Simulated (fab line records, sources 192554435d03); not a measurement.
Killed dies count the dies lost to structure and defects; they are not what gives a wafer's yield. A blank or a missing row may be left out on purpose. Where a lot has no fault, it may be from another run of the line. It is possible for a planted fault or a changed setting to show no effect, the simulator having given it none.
Split-lot study | flow n5Finfet | 7 lots, 21 wafers read, on a route of 1938 steps

ON THE SPLIT
At N5_SDB_COAT_03 (time 60 s, resist thk 100 nm), the setting spinRpm was moved away from the recipe's 1500 rpm on 5 of the 21 wafers read, by -10.0% to +7.1%. This setting was run at the recipe's value on the other wafers.

FROM THE SPLIT TO THE READING: what the file shows between them, 7 steps
- N5_SDB_COAT_04: time 60 s, resist thk 18 nm
- N5_SDB_COAT_05: resist thk 90 nm
- N5_SDB_DESCUM_16: chemistry O2, time 7.9 s
- N5_SDB_ETCH_17: etches SiARC in CF4, target depth 23.4 nm, time 39 s
- N5_SDB_ETCH_18: etches SOC in N2/H2, target depth 100 nm, overetch 20 nm, time 150 s
- N5_SDB_STRIP_19: strips in N2/H2
- N5_SDB_STRIP_21: strips in CF4

THE READING
SOC_of_SDB_COAT_03.thkNm (the simulator's own value, which no gauge read), in nm, at N5_SDB_HM_OPEN_20 (chemistry CH3F/O2, target SiNx, stops on poly-Si, target depth 24 nm). The file gives no usual value for it. Average 84.2 nm, standard deviation 0.36 nm, over the 16 wafers here run with the recipe.

wafer  | tool, chamber at the split | spinRpm as run, rpm | against the recipe | SOC_of_SDB_COAT_03.thkNm, nm | against lot-mates on the recipe
L078.2 | lithoTrack-01, 0           | 1500                | recipe             | 84.8                         | -
L078.3 | lithoTrack-01, 0           | 1500                | recipe             | 84.8                         | -
L078.5 | lithoTrack-01, 0           | 1500                | recipe             | 84.6                         | -
L081.1 | lithoTrack-01, 0           | 1350                | -10.0%             | 89.2                         | +4.8
L081.2 | lithoTrack-01, 0           | 1500                | recipe             | 84.4                         | -
L081.4 | lithoTrack-01, 0           | 1350                | -10.0%             | 89.4                         | +5.0
L084.1 | lithoTrack-04, 0           | 1440                | -4.0%              | 86                           | +1.6
L084.3 | lithoTrack-04, 0           | 1440                | -4.0%              | 86.4                         | +2.0
L084.6 | lithoTrack-04, 0           | 1500                | recipe             | 84.4                         | -
L087.1 | lithoTrack-01, 0           | 1500                | recipe             | 83.8                         | -
L087.3 | lithoTrack-01, 0           | 1500                | recipe             | 83.6                         | -
L087.4 | lithoTrack-01, 0           | 1500                | recipe             | 83.6                         | -
L089.1 | lithoTrack-02, 0           | 1500                | recipe             | 84.4                         | -
L089.2 | lithoTrack-02, 0           | 1500                | recipe             | 84.4                         | -
L089.3 | lithoTrack-02, 0           | 1500                | recipe             | 84.4                         | -
L090.1 | lithoTrack-02, 0           | 1500                | recipe             | 84                           | -
L090.3 | lithoTrack-02, 0           | 1607                | +7.1%              | 81.2                         | -2.9
L090.5 | lithoTrack-02, 0           | 1500                | recipe             | 84.2                         | -
L094.3 | lithoTrack-01, 0           | 1500                | recipe             | 84.2                         | -
L094.5 | lithoTrack-01, 0           | 1500                | recipe             | 84                           | -
L094.6 | lithoTrack-01, 0           | 1500                | recipe             | 84                           | -

FIT RESULTS
A straight line over all 21 wafers: SOC_of_SDB_COAT_03.thkNm changes by -0.488 nm for each +1% of spinRpm; r = -0.98; the points scatter about the line by 0.36 nm.
The same after taking each lot's own level away (the mean of its wafers on the recipe; 21 wafers): -0.468 nm for each +1%; r = -1.00; scatter 0.16 nm.
According to that fit, moving spinRpm by its largest amount changes the reading by 4.7 nm.
The lots' own levels span 83.67 to 84.73 nm, that is 3.0 times the standard deviation above.
So the lot-to-lot level changes the slope little: the two slopes agree.
Check: +4.67 nm against its lot-mates is what the line predicts for one of the wafers moved furthest among these (-10.0%) when that wafer is left out of the fit. Against them it came out at +4.8 nm.

FURTHER SPLITS ON THESE WAFERS
Other splits were also applied to these wafers ahead of the reading. Each is held against what the fit with the lots' levels taken away leaves over:
other split on the same wafers | wafers away from the commonest value | r with SOC_of_SDB_COAT_03.thkNm (lot level and that fit taken away)
N5_SD_EPI_N_EXPOSE_06 doseMj   | 8                                    | +0.24
N5_SD_EPI_N_DESCUM_14 timeS    | 6                                    | -0.20

THE WHOLE CHAIN: every reading that the file lists as answering this split, in the file's order
step              | what it does                                                         | reading                                                                   | change (the file's fit)               | r (the file's)
N5_SDB_COAT_03    | time 60 s, resist thk 100 nm                                         | SOC_of_SDB_COAT_03.thkNm (the simulator's own value, which no gauge read) | -0.496 nm for each +1% of the setting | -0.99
N5_SDB_ETCH_18    | etches SOC in N2/H2, target depth 100 nm, overetch 20 nm, time 150 s | etch.depthNm (the simulator's own value, which no gauge read)             | -0.487 nm for each +1% of the setting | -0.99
N5_SDB_HM_OPEN_20 | chemistry CH3F/O2, target SiNx, stops on poly-Si, target depth 24 nm | SOC_of_SDB_COAT_03.thkNm (the simulator's own value, which no gauge read) | -0.461 nm for each +1% of the setting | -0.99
N5_SDB_STRIP_22   | strips in N2/H2                                                      | stripTimeToEndpointS                                                      | withheld for each +1% of the setting  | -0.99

THE FILE'S OWN FIT
SOC_of_SDB_COAT_03.thkNm changes by -0.461 nm for each +1% of spinRpm, r = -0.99.
